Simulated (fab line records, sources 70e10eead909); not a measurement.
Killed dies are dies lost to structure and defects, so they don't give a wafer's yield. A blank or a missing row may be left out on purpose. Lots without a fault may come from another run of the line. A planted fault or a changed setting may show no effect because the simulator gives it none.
fab line records | flow nand_harc
record lots=6 wafers=18 last_day=24
route steps=1159 shown P_CONTACT@248 P_M0@253 END@1159
lots that met no fault: from a run of the same line without faults
start_h: hours from the record's first day to the start of the lot's first wafer shown | wait_h: hours since the lot's step before | " the same as in the row above | L1.1+2: a row that stands for several wafers | - no value, or no start given | * or withheld: withheld | < > ~ a bound
route shown NAME@n: a module of which the file shows steps, and the number in the route of the first | usual: mean/standard deviation of fault-free wafers | same: alike in all rows | chamber/n: place in a boat | sites: the reading at each site | _std_site: their standard deviation | _edge_site: outer sites' mean less inner sites' | radius_mm: how far each site lies from the wafer's centre | mask NAME#n: copy n | behind: the tool/chamber that last shaped the wafer | hold: why the lot was held/for how many hours/how that ended | device: the transistor (n, p or np) that didn't switch | end of line: the same wafers' tests at the end of the route | a step without rows: its recipe alone | killed: dies lost to structure and defects at the first sort, not the wafer's yield | map: a wafer's dies, x killed, . not, _ none there
set.NAME: the setting as run; set.NAME@STEP: as run at that earlier step | model.NAME: the simulator's own value behind a step, which no gauge read
lots at some steps of the route; a table a step, a row a wafer
services: from which hour (start_h, from the record's first day; less than 0 if before it) a tool's chamber was out of use, for how many hours, and why
## steps
# step NHARC_P_CONTACT_CVD_23
# recipe target_thk_a=2000 temp_c=300 pressure_torr=40 wf6_flow_sccm=40 h2_flow_sccm=1600 ar_flow_sccm=1560 time_s=557 material=W
# usual heater_power_w=491/27 throttle_valve_pct=7.90/0.25
# columns lot.wafer tool chamber start_h wait_h heater_power_w throttle_valve_pct
L335.2 cvd_w-02 0 - - 472 8.04
L335.1 " 1 " " 450 8.15
L335.5 " 0 " " 468 8.20
L336.2 cvd_w-02 0 - - 476 8.18
L336.1 " 1 " " 439 8.35
L336.6 " 1 " " 450 8.06
L340.1 cvd_w-02 1 - - 436 8.26
L340.4 " 1 " " 453 8.05
L340.5 " 1 " " 448 8.24
L347.2 cvd_w-01 1 - - 518 7.92
L347.3 " 0 " " 499 7.60
L347.6 " 1 " " 518 7.64
L352.1 cvd_w-02 1 - - 428 8.16
L352.2 " 0 " " 490 8.29
L352.3 " 1 " " 439 8.23
L353.1 cvd_w-01 1 - - 530 7.98
L353.4 " 1 " " 526 8.11
L353.3 " 0 " " 505 7.76
# step NHARC_P_CONTACT_CMP_24
# recipe t_overpolish_s=30 target_thk_nm=200
# usual motor_current_A=12.2/1.4 overpolish_run_s=29.999/0.0089 slurry_filter_dp_kPa=13.51/0.14 time_to_endpoint_s=41.2/2.5
# columns lot.wafer tool chamber start_h wait_h motor_current_A overpolish_run_s slurry_filter_dp_kPa time_to_endpoint_s
L335.2 cmp-04 2 130.91 0.6 11.4 29.990 13.19 36.8
L335.1 " 0 " " 12.3 30.002 13.59 38.8
L335.5 " 3 " " 10.2 29.987 13.63 39.6
L336.2 cmp-04 0 138.61 0.6 11.2 30.007 13.70 40.0
L336.1 " 2 " " 11.6 30.001 13.44 41.5
L336.6 " 3 " " 10.7 30.009 13.43 42.2
L340.1 cmp-01 1 155.75 0.5 12.2 29.998 13.41 44.9
L340.4 " 3 " " 10.9 29.996 13.56 43.8
L340.5 " 2 " " 13.3 30.004 13.16 44.2
L347.2 cmp-02 0 203.21 0.6 14.9 30.006 13.62 42.7
L347.3 " 1 " " 12.7 29.976 13.64 39.6
L347.6 " 0 " " 13.6 29.987 13.30 43.9
L352.1 cmp-04 1 232.61 0.6 13.1 30.002 13.46 36.9
L352.3 " 2 " " 11.3 30.015 13.45 39.3
L352.2 " 3 " " 10.8 29.993 13.55 39.5
L353.4 cmp-04 2 239.95 0.4 11.3 29.993 13.51 43.1
L353.3 " 3 " " 10.1 29.991 13.51 42.6
L353.1 " 0 " " 12.3 30.005 13.53 44.5
# step NHARC_P_CONTACT_SRD_26
# step NHARC_P_CONTACT_INSPECT_27
# usual raw_defect_count=282/130
# columns lot.wafer tool chamber start_h wait_h raw_defect_count
L335.1 defect_inspect-02 - 131.34 0.1 237
L335.2 " - " " 248
L335.5 " - " " 317
L336.1 defect_inspect-01 - 139.01 0.1 305
L336.2 " - " " 339
L336.6 " - " " 349
L340.1 defect_inspect-02 - 156.15 0.1 303
L340.4 " - " " 609
L340.5 " - " " 406
L347.2 defect_inspect-01 - 203.59 0.1 165
L347.3 " - " " 352
L347.6 " - " " 266
L352.1 defect_inspect-02 - 233.03 0.1 317
L352.2 " - " " 199
L352.3 " - " " 470
L353.1 defect_inspect-02 - 240.36 0.1 308
L353.3 " - " " 220
L353.4 " - " " 513
# step NHARC_P_M0_DEP_00
# recipe target_thk_a=1500 target_thk_nm=150 temp_c=withheld pressure_torr=5 flow_sccm=200 rf_w=600 material=SiOC
# step NHARC_P_M0_DEHYDRATE_01
# recipe temp_c=150 time_s=120
# step NHARC_P_M0_HMDS_02
# recipe time_s=30
# step NHARC_P_M0_COAT_33
# recipe temp_c=200 time_s=65
# step NHARC_P_M0_COAT_03
# recipe spin_rpm=1500 resist_thk_nm=90
# step NHARC_P_M0_SOFTBAKE_04
# recipe temp_c=105 time_s=55
# step NHARC_P_M0_EBR_05
# step NHARC_P_M0_EXPOSE_06
# recipe na=1.35 target_cd_nm=90 dose_mj=81.28 mask_id=P_M0
# usual exposure_dose_mJ_cm2=81.21/0.091 reticle_temp_C=23.01/0.1
# columns lot.wafer tool chamber start_h wait_h mask exposure_dose_mJ_cm2 reticle_temp_C model.P_M0.overlay_x_nm
L335.1 arfi_scanner-02 0 132.10 - P_M0#0 81.09 23.15 0.6045
L335.2 " 0 " " P_M0#0 81.17 23.11 0.6045
L335.5 " 0 " " P_M0#0 81.20 23.30 0.6045
L336.1 arfi_scanner-01 0 139.79 - P_M0#0 81.20 23.02 -0.06234
L336.2 " 0 " " P_M0#0 81.04 23.12 -0.06234
L336.6 " 0 " " P_M0#0 81.13 23.24 -0.06234
L340.1 arfi_scanner-03 0 156.91 - P_M0#0 81.24 23.04 0.4332
L340.4 " 0 " " P_M0#0 81.24 22.89 0.4332
L340.5 " 0 " " P_M0#0 81.09 22.95 0.4332
L347.2 arfi_scanner-03 0 204.36 - P_M0#0 81.10 22.88 0.03621
L347.3 " 0 " " P_M0#0 81.11 22.82 0.03621
L347.6 " 0 " " P_M0#0 81.09 22.93 0.03621
L352.1 arfi_scanner-01 0 233.78 - P_M0#0 85.26 23.10 10.23
L352.2 " 0 " " P_M0#0 85.06 23.06 10.23
L352.3 " 0 " " P_M0#0 85.10 23.02 10.23
L353.1 arfi_scanner-01 0 241.03 - P_M0#0 84.30 23.04 13
L353.3 " 0 " " P_M0#0 84.31 23.11 13
L353.4 " 0 " " P_M0#0 84.35 23.02 13
# step NHARC_P_M0_PEB_07
# recipe peb_temp_c=100 peb_time_s=65
# step NHARC_P_M0_DEVELOP_08
# recipe develop_time_s=35 dev_temp_c=23
# step NHARC_P_M0_CD_MEAS_09
# recipe target_cd_nm=90 landing_energy_ev=500
# usual cd_nm=89.8/0.56
# columns lot.wafer tool chamber start_h wait_h cd_nm
L335.1 cd_sem-02 0 132.24 - 89.6
L335.2 " 0 " " 90.1
L335.5 " 0 " " 90.0
L336.1 cd_sem-02 0 139.93 - 89.3
L336.2 " 0 " " 89.4
L336.6 " 0 " " 90.0
L340.1 cd_sem-03 0 157.05 - 88.5
L340.4 " 0 " " 88.5
L340.5 " 0 " " 89.4
L347.2 cd_sem-02 0 204.49 - 90.2
L347.3 " 0 " " 89.8
L347.6 " 0 " " 90.1
L352.1 cd_sem-03 0 233.92 - 93.2
L352.2 " 0 " " 93.6
L352.3 " 0 " " 92.8
L353.1 cd_sem-01 0 241.17 - 92.0
L353.3 " 0 " " 92.2
L353.4 " 0 " " 91.4
# step NHARC_P_M0_OVL_MEAS_10
# recipe pitch_nm=180
# usual overlay_x_nm=0.0/1.1 overlay_y_nm=0.0/0.6
# columns lot.wafer tool chamber start_h wait_h overlay_x_nm overlay_y_nm
L335.1 overlay-01 - 132.33 - 0.8 -0.8
L335.2 " - " " 0.7 -0.3
L335.5 " - " " 0.8 -0.3
L336.1 overlay-01 - 140.02 - -0.1 -0.1
L336.2 " - " " 0.0 0.1
L336.6 " - " " 0.1 -0.1
L340.1 overlay-01 - 157.14 - 0.6 0.7
L340.4 " - " " 0.8 0.7
L340.5 " - " " 0.5 1.0
L347.2 overlay-01 - 204.58 - -0.2 -0.5
L347.3 " - " " -0.5 -0.5
L347.6 " - " " 0.4 -0.2
L352.1 overlay-01 - 234.01 - 10.3 0.4
L352.2 " - " " 10.4 0.3
L352.3 " - " " 10.4 0.5
L353.1 overlay-02 - 241.26 - 12.9 -0.3
L353.3 " - " " 12.8 0.6
L353.4 " - " " 12.7 0.1
# step NHARC_P_M0_INSPECT_11
# usual raw_defect_count=3.6/2.3
# columns lot.wafer tool chamber start_h wait_h raw_defect_count
L335.1 defect_inspect-01 - 132.37 0.0 7
L335.2 " - " " 3
L335.5 " - " " 6
L336.1 defect_inspect-02 - 140.05 0.0 5
L336.2 " - " " 5
L336.6 " - " " 4
L340.1 defect_inspect-02 - 157.17 0.0 5
L340.4 " - " " 3
L340.5 " - " " 2
L347.2 defect_inspect-02 - 204.62 0.0 4
L347.3 " - " " 8
L347.6 " - " " 6
L352.1 defect_inspect-02 - 234.04 0.0 4
L352.2 " - " " 6
L352.3 " - " " 3
L353.1 defect_inspect-02 - 241.30 0.0 3
L353.3 " - " " 3
L353.4 " - " " 5
# step NHARC_P_M0_DESCUM_14
# recipe time_s=3 o2_flow_sccm=200 ar_flow_sccm=0 bias_power_w=0 chemistry=O2
# usual drypump_motor_current_A=5.8/0.42 oes_product_au=1.001/0.0068 rf_vpp_V=57.8/0.88 showerhead_plenum_p_Torr=1.90/0.09 throttle_valve_pct=11.313/0.0088
# columns lot.wafer tool chamber start_h wait_h drypump_motor_current_A oes_product_au rf_hours_counter_h rf_vpp_V showerhead_plenum_p_Torr throttle_valve_pct model.P_M0.cd_nm
L335.2 rie_diel-10 3 132.43 0.1 5.9 1.012 8 58.3 1.79 11.302 90.25
L335.1 " 2 " " 6.0 0.992 8 57.6 1.84 11.310 89.88
L335.5 " 3 " " 5.9 1.002 - 57.3 1.79 11.329 90.42
L336.1 rie_diel-12 2 140.12 0.1 6.4 0.997 6 56.7 2.01 11.295 89.41
L336.2 " 0 " " 5.9 1.002 6 56.9 1.78 11.304 89.47
L336.6 " 2 " " 6.4 1.005 - 57.9 2.01 11.325 90.09
L340.4 rie_diel-05 1 157.24 0.1 5.1 0.995 11 56.7 1.80 11.322 88.32
L340.1 " 0 " " 5.8 1.002 10 56.9 1.85 11.315 88.64
L340.5 " 2 " " 6.1 1.000 - 57.7 1.92 11.306 89.62
L347.2 rie_diel-05 0 204.69 0.1 5.8 0.989 2 57.2 1.85 11.308 90.4
L347.3 " 1 " " 5.1 0.992 2 56.9 1.80 11.312 89.4
L347.6 " 3 " " 5.6 1.013 - 57.2 2.06 11.317 90.19
L352.1 rie_diel-12 0 234.10 0.1 5.9 1.001 1 57.1 1.78 11.302 93.96
L352.2 " 1 " " 5.4 1.001 1 58.1 1.84 11.307 94.1
L352.3 " 2 " " 6.4 0.998 1 59.1 2.01 11.311 92.84
L353.3 rie_diel-12 3 241.37 0.1 6.4 1.007 1 57.9 1.96 11.312 92.67
L353.4 " 0 " " 5.9 1.007 2 57.2 1.78 11.304 91.5
L353.1 " 1 " " 5.4 1.011 2 57.1 1.84 11.326 92.26
# step NHARC_P_M0_ETCH_34
# recipe target_depth_a=400 overetch_a=120 time_s=43.94 ion_energy_ev=200 n2_flow_sccm=150 h2_flow_sccm=150 ar_flow_sccm=0 rf_w=400 bias_w=150 chemistry=N2/H2
# usual drypump_motor_current_A=5.8/0.42 oes_product_au=1.001/0.0058 rf_fwd_power_W=395.2/1.8 rf_vpp_V=429.8/2.9 showerhead_plenum_p_Torr=2.02/0.098 throttle_valve_pct=14.172/0.0086
# columns lot.wafer tool chamber start_h wait_h drypump_motor_current_A oes_product_au rf_fwd_power_W rf_hours_counter_h rf_vpp_V showerhead_plenum_p_Torr throttle_valve_pct
L335.2 rie_diel-10 2 132.52 0.1 6.0 1.005 393.3 8 428.4 1.95 14.171
L335.1 " 1 " " 5.2 1.003 396.6 9 431.9 2.08 14.174
L335.5 " 2 " " 6.0 1.001 393.0 - 427.2 1.95 14.161
L336.1 rie_diel-12 0 140.21 0.1 5.9 0.995 394.3 6 426.3 1.90 14.179
L336.2 " 1 " " 5.4 0.996 394.0 8 428.9 1.96 14.173
L336.6 " 3 " " 6.4 0.996 393.7 - 430.8 2.09 14.175
L340.4 rie_diel-05 1 157.32 0.1 5.1 0.995 394.7 11 425.8 1.91 14.172
L340.1 " 2 " " 6.1 1.006 394.8 11 430.7 2.05 14.183
L340.5 " 1 " " 5.1 0.994 395.4 - 427.6 1.91 14.178
L347.3 rie_diel-05 0 204.76 0.1 5.8 0.996 394.6 2 428.0 1.97 14.166
L347.2 " 2 " " 6.0 1.008 395.4 2 431.7 2.05 14.165
L347.6 " 0 " " 5.8 0.995 395.1 - 428.8 1.97 14.182
L352.2 rie_diel-12 0 234.19 0.1 5.9 1.003 394.3 1 425.2 1.90 14.163
L352.3 " 1 " " 5.4 0.999 396.1 1 427.2 1.96 14.169
L352.1 " 2 " " 6.4 0.994 394.4 1 432.5 2.14 14.188
L353.3 rie_diel-12 2 241.46 0.1 6.4 0.994 397.7 1 433.4 2.14 14.159
L353.4 " 3 " " 6.4 0.998 396.4 1 431.6 2.09 14.163
L353.1 " 0 " " 5.9 0.998 395.2 2 425.3 1.90 14.175
# step NHARC_P_M0_ETCH_15
# recipe target_depth_a=1500 overetch_a=150 time_s=82.5 c4f8_flow_sccm=withheld ar_flow_sccm=400 rf_w=600 bias_w=300 chemistry=C4F8/Ar
# usual oes_product_au=0.955/0.021 rf_fwd_power_W=595.4/1.9 rf_vpp_V=440.4/2.9
# columns lot.wafer tool chamber start_h wait_h oes_product_au rf_fwd_power_W rf_hours_counter_h rf_vpp_V model.P_M0.cd_nm
L335.1 rie_diel-10 2 - - 0.928 595.8 8 437.8 90.11
L335.2 " 0 " " 0.932 596.5 8 444.1 90.04
L335.5 " 2 " " 0.924 594.0 - 438.8 90.29
L336.2 rie_diel-12 1 - - 0.960 593.2 8 438.3 89.64
L336.1 " 0 " " 0.979 594.7 6 438.0 89.16
L336.6 " 1 " " 0.954 593.8 - 438.0 90.05
L340.1 rie_diel-05 0 - - 0.977 594.5 10 439.4 88.53
L340.4 " 1 " " 0.965 597.1 11 437.6 88.2
L340.5 " 3 " " 0.980 593.7 - 446.4 89.54
L347.3 rie_diel-05 1 - - 0.974 597.1 2 437.4 89.6
L347.2 " 3 " " 0.971 597.5 2 444.3 90.39
L347.6 " 1 " " 0.972 598.6 - 437.6 90.11
L352.3 rie_diel-12 2 - - 0.968 595.3 1 444.4 93.15
L352.2 " 3 " " 0.987 595.8 1 443.1 94.22
L352.1 " 0 " " 0.953 593.7 1 436.0 93.96
L353.3 rie_diel-12 2 - - 0.940 597.4 1 443.5 92.75
L353.4 " 0 " " 0.960 595.7 2 438.3 91.24
L353.1 " 1 " " 0.959 595.4 2 439.9 92.08
# step NHARC_P_M0_CD_MEAS_16
# usual cd_nm=89.9/0.65
# columns lot.wafer tool chamber start_h wait_h cd_nm
L335.1 cd_sem-02 - 132.73 - 89.9
L335.2 " - " " 90.0
L335.5 " - " " 90.1
L336.1 cd_sem-01 - 140.41 - 89.4
L336.2 " - " " 90.0
L336.6 " - " " 90.1
L340.1 cd_sem-02 - 157.54 - 88.9
L340.4 " - " " 88.2
L340.5 " - " " 89.5
L347.2 cd_sem-01 - 204.98 - 90.4
L347.3 " - " " 89.6
L347.6 " - " " 90.3
L352.1 cd_sem-02 - 234.40 - 94.1
L352.2 " - " " 94.2
L352.3 " - " " 93.3
L353.1 cd_sem-01 - 241.67 - 91.9
L353.3 " - " " 92.5
L353.4 " - " " 91.2
# step NHARC_END_SORT_01
# recipe temp_c=25
# usual defect_limited_yield=95.6/1.7 killed_at_array=27/11 killed_at_other=0.7/0.93 killed_at_periphery=2.9/1.9 killed_dies=30/11 killed_open=3.1/1.7 killed_short=1.9/1.3 sort_bin_2_pct=1.4/0.68 sort_bin_3_pct=0.28/0.25 sort_bin_4_pct=2.8/1.1 sort_n_pass=647/11 sort_rim_yield_pct=95.4/2.7 sort_yield_pct=95.6/1.7
# same gross_dies=677 sort_bin_5_pct[%]=0 sort_bin_6_pct[%]=0 sort_bin_7_pct[%]=0 sort_bin_8_pct[%]=0 sort_rim_n_gross=106.00
# columns lot.wafer tool chamber start_h wait_h defect_limited_yield[%] killed_at_array killed_at_other killed_at_periphery killed_dies killed_open killed_short sort_bin_2_pct[%] sort_bin_3_pct[%] sort_bin_4_pct[%] sort_n_pass sort_rim_yield_pct[%] sort_yield_pct[%]
L335.1 prober-01 0 436.50 2.5 96.2 18 1 7 26 4 4 0.7 0.44 2.7 651 95.3 96.2
L335.2 prober-01 0 437.31 2.8 97.8 14 0 1 15 2 0 1.2 0 1.0 662 98.1 97.8
L335.5 prober-01 0 439.73 3.7 96.8 14 0 8 22 5 4 1.3 0.30 1.6 655 97.2 96.8
L336.1 prober-01 0 452.16 2.5 98.5 9 0 1 10 2 0 0.4 0.30 0.7 667 97.2 98.5
L336.2 prober-01 0 452.95 2.8 98.1 10 0 3 13 1 2 0.9 0.15 0.9 664 100.0 98.1
L336.6 prober-01 0 456.14 4.0 97.8 11 1 3 15 3 5 0.3 0 1.9 662 98.1 97.8
L340.1 prober-01 0 482.21 2.5 94.1 36 0 4 40 5 2 1.8 0 4.1 637 94.3 94.1
L340.4 prober-01 0 484.64 3.4 93.2 46 0 0 46 1 4 1.8 0.74 4.3 631 96.2 93.2
L340.5 prober-01 0 485.45 3.7 94.8 33 0 2 35 4 0 1.8 0 3.4 642 94.3 94.8
L347.2 prober-02 0 535.33 2.8 96.0 24 1 2 27 1 3 0.9 0.44 2.7 650 98.1 96.0
L347.3 prober-02 0 536.13 3.1 95.0 31 2 1 34 3 0 1.5 0.15 3.4 643 99.1 95.0
L347.6 prober-02 0 538.54 4.0 94.8 28 2 5 35 5 1 1.0 0.15 4.0 642 91.5 94.8
L353.1 prober-01 0 567.56 2.5 94.5 31 3 3 37 5 1 1.9 0 3.5 640 96.2 94.5
L353.3 prober-01 0 569.17 3.1 95.7 26 0 3 29 2 1 1.5 0.30 2.5 648 93.4 95.7
L353.4 prober-01 0 569.97 3.4 94.8 29 1 5 35 3 1 1.2 0.59 3.4 642 94.3 94.8
L352.1 prober-02 0 567.58 2.5 97.2 15 0 4 19 4 1 1.5 0 1.3 658 92.5 97.2
L352.2 prober-02 0 568.37 2.8 95.9 25 0 3 28 8 2 1.6 0.15 2.4 649 93.4 95.9
L352.3 prober-02 0 569.17 3.1 96.8 19 0 3 22 3 5 1.2 0.15 1.9 655 95.3 96.8
# killed by level:class
L335.1 A_WL_FILL:chamber_film_flake=4 P_ZERO_WELL:chamber_film_flake=3 A_STAIRCASE:chamber_film_flake=3 A_CONTACT:chamber_film_flake=3 A_CHANNEL_HOLE_D1:chamber_film_flake=2 P_GATE:geometric_particle:open=1 P_M0:geometric_particle:open=1 A_CHANNEL_HOLE_D1:geometric_particle:short=1
L335.2 A_STAIRCASE:chamber_film_flake=6 A_CHANNEL_HOLE_D1:chamber_film_flake=2 A_SOURCE_PLATE:geometric_particle:open=1 A_CONTACT:geometric_particle:open=1 P_STI:chamber_film_flake=1 A_CHANNEL_FILL_D1:chamber_film_flake=1 A_SLIT:chamber_film_flake=1 A_WL_FILL:chamber_film_flake=1
L335.5 P_ZERO_WELL:chamber_film_flake=5 A_STAIRCASE:chamber_film_flake=3 A_CONTACT:geometric_particle:open=2 A_CHANNEL_HOLE_D1:chamber_film_flake=2 A_CONTACT:chamber_film_flake=2 P_GATE:geometric_particle:short=1 P_M0:geometric_particle:open=1 P_M0:geometric_particle:short=1
L336.1 A_STAIRCASE:chamber_film_flake=3 A_CONTACT:chamber_film_flake=3 A_CHANNEL_HOLE_D1:chamber_film_flake=2 P_CONTACT:geometric_particle:open=1 A_CONTACT:geometric_particle:open=1
L336.2 A_STAIRCASE:chamber_film_flake=4 P_GATE:chamber_film_flake=2 A_CHANNEL_HOLE_D1:chamber_film_flake=2 A_CHANNEL_HOLE_D1:geometric_particle:short=1 A_WL_FILL:geometric_particle:short=1 A_WL_FILL:geometric_particle:open=1 P_STI:chamber_film_flake=1 A_CONTACT:chamber_film_flake=1
L336.6 A_WL_FILL:geometric_particle:short=2 P_GATE:chamber_film_flake=2 A_CHANNEL_HOLE_D1:chamber_film_flake=2 A_STAIRCASE:chamber_film_flake=2 P_M0:geometric_particle:short=1 A_ONON_D1:geometric_particle:short=1 A_CHANNEL_FILL_D1:geometric_particle:short=1 A_CONTACT:geometric_particle:open=1
L340.1 A_CHANNEL_HOLE_D1:chamber_film_flake=11 A_SLIT:chamber_film_flake=11 A_STAIRCASE:chamber_film_flake=7 A_CONTACT:chamber_film_flake=2 P_GATE:geometric_particle:open=1 P_CONTACT:geometric_particle:open=1 P_M0:geometric_particle:open=1 A_CHANNEL_FILL_D1:geometric_particle:open=1
L340.4 A_SLIT:chamber_film_flake=16 A_CHANNEL_HOLE_D1:chamber_film_flake=14 A_STAIRCASE:chamber_film_flake=8 A_ONON_D1:geometric_particle:short=2 A_CHANNEL_FILL_D1:geometric_particle:short=2 A_CONTACT:chamber_film_flake=2 A_CHANNEL_FILL_D1:geometric_particle:open=1 A_ZERO_WELL:chamber_film_flake=1
L340.5 A_SLIT:chamber_film_flake=13 A_CHANNEL_HOLE_D1:chamber_film_flake=11 A_CONTACT:chamber_film_flake=3 P_CONTACT:geometric_particle:open=2 A_STAIRCASE:chamber_film_flake=2 A_WL_FILL:geometric_particle:open=1 A_CONTACT:geometric_particle:open=1 A_ZERO_WELL:chamber_film_flake=1
L347.2 A_SLIT:chamber_film_flake=13 A_CHANNEL_HOLE_D1:chamber_film_flake=4 A_CONTACT:chamber_film_flake=4 A_WL_FILL:geometric_particle:short=2 P_STI:geometric_particle:open=1 A_CHANNEL_FILL_D1:geometric_particle:short=1 P_STI:chamber_film_flake=1 THIN_TSV:chamber_film_flake=1
L347.3 A_SLIT:chamber_film_flake=17 A_CHANNEL_HOLE_D1:chamber_film_flake=4 A_CONTACT:chamber_film_flake=4 A_BONDPAD:chamber_film_flake=2 THIN_TSV:chamber_film_flake=2 A_SGD_CUT:geometric_particle:open=1 A_CONTACT:geometric_particle:open=1 A_M0:geometric_particle:open=1
L347.6 A_SLIT:chamber_film_flake=16 A_CHANNEL_HOLE_D1:chamber_film_flake=4 A_CONTACT:chamber_film_flake=4 A_ZERO_WELL:chamber_film_flake=3 P_GATE:geometric_particle:open=1 P_GATE:geometric_particle:short=1 P_CONTACT:geometric_particle:open=1 P_BONDPAD:geometric_particle:open=1
L353.1 A_CHANNEL_HOLE_D1:chamber_film_flake=25 P_M0:geometric_particle:open=2 A_CHANNEL_FILL_D1:chamber_film_flake=2 THIN_TSV:chamber_film_flake=2 A_ONON_D1:geometric_particle:open=1 A_CHANNEL_FILL_D1:geometric_particle:open=1 A_SGD_CUT:geometric_particle:short=1 STARTING-WAFER:geometric_particle:open=1
L352.1 A_CHANNEL_HOLE_D1:chamber_film_flake=5 A_CONTACT:chamber_film_flake=4 A_M0:chamber_film_flake=2 P_GATE:geometric_particle:open=1 P_CONTACT:geometric_particle:open=1 P_M0:geometric_particle:short=1 A_CHANNEL_FILL_D1:geometric_particle:open=1 A_WL_FILL:geometric_particle:open=1
L352.2 A_CHANNEL_HOLE_D1:chamber_film_flake=9 A_CONTACT:chamber_film_flake=4 A_CHANNEL_FILL_D1:geometric_particle:open=2 A_CONTACT:geometric_particle:open=2 P_CONTACT:geometric_particle:open=1 A_SGD_CUT:geometric_particle:open=1 A_WL_FILL:geometric_particle:short=1 A_BLC:geometric_particle:open=1
L352.3 A_CHANNEL_HOLE_D1:chamber_film_flake=3 A_SGD_CUT:chamber_film_flake=3 A_M0:geometric_particle:short=2 P_BONDPAD:chamber_film_flake=2 A_CONTACT:chamber_film_flake=2 A_M0:chamber_film_flake=2 A_ONON_D1:geometric_particle:short=1 A_ONON_D1:geometric_particle:open=1
L353.3 A_CHANNEL_HOLE_D1:chamber_film_flake=21 P_M0:geometric_particle:short=1 A_ONON_D1:geometric_particle:open=1 A_CHANNEL_FILL_D1:geometric_particle:open=1 P_STI:chamber_film_flake=1 P_BONDPAD:chamber_film_flake=1 A_CHANNEL_FILL_D1:chamber_film_flake=1 A_STAIRCASE:chamber_film_flake=1
L353.4 A_CHANNEL_HOLE_D1:chamber_film_flake=20 P_STI:chamber_film_flake=4 A_CHANNEL_FILL_D1:chamber_film_flake=3 A_CHANNEL_FILL_D1:geometric_particle:open=2 A_WL_FILL:chamber_film_flake=2 A_CONTACT:chamber_film_flake=2 P_CONTACT:geometric_particle:short=1 STARTING-WAFER:geometric_particle:open=1
## services
# columns tool chamber start_h hours kind
cvd_w-01 - 114.29 13.0 pm
cmp-01 - 115.17 4.5 repair
rie_diel-10 - 118.42 4.4 repair
cmp-02 - 128.51 4.0 pm
cmp-01 - 128.83 1.2 repair
cmp-04 - 132.20 2.1 repair
arfi_scanner-03 - 140.00 4.0 pm
cmp-04 - 147.88 1.0 repair
rie_diel-10 2 151.03 6.8 repair
rie_diel-05 - 151.26 0.7 repair
arfi_scanner-03 - 154.18 2.0 repair
rie_diel-12 - 156.34 1.7 repair
rie_diel-05 - 163.60 9.0 pm
rie_diel-10 - 176.56 9.0 pm
rie_diel-12 2 178.02 6.2 repair
cmp-01 - 179.50 4.0 pm
arfi_scanner-03 - 183.05 2.0 repair
rie_diel-05 - 188.75 0.4 repair
rie_diel-10 2 194.80 4.7 repair
arfi_scanner-01 - 196.00 4.0 pm
cvd_w-02 - 200.69 13.0 pm
rie_diel-12 - 202.40 9.0 pm
cmp-04 - 203.16 4.0 pm
cmp-02 - 226.51 4.0 pm
## key
first_sign step=NHARC_P_M0_EXPOSE_06 reading=exposure_dose_mJ_cm2 direction=up sigmas=39 usual=81.21 struck=84.73
effect step=NHARC_P_M0_CD_MEAS_09 reading=cd_nm direction=up sigmas=4.9 usual=89.8 struck=92.5 through=control_loop
effect step=NHARC_P_M0_OVL_MEAS_10 reading=overlay_x_nm direction=up sigmas=11 usual=0.0 struck=11.6 through=control_loop
effect step=NHARC_P_M0_CD_MEAS_16 reading=cd_nm direction=up sigmas=4.7 usual=89.9 struck=92.9 through=control_loop
model_effect step=NHARC_P_M0_EXPOSE_06 value=P_M0.overlay_x_nm without=1.059 struck=11.62
model_effect step=NHARC_P_M0_DESCUM_14 value=P_M0.cd_nm without=90.32 struck=92.89
model_effect step=NHARC_P_M0_ETCH_15 value=P_M0.cd_nm without=90.33 struck=92.9
met_at NHARC_P_M0_EXPOSE_06
struck_wafers L352.1,L352.2,L352.3,L353.1,L353.3,L353.4
loop_trim step=NHARC_P_M0_EXPOSE_06 setting=dose lots=L352,L353
onset_between 139.79 233.78
fault kind=scanner_matching_overlay tool=arfi_scanner-01 chamber=- onset_h=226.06 steps=NHARC_P_M0_EXPOSE_06 offset=10.557
# loop_trim: a control loop set the setting to another value than it would have without faults
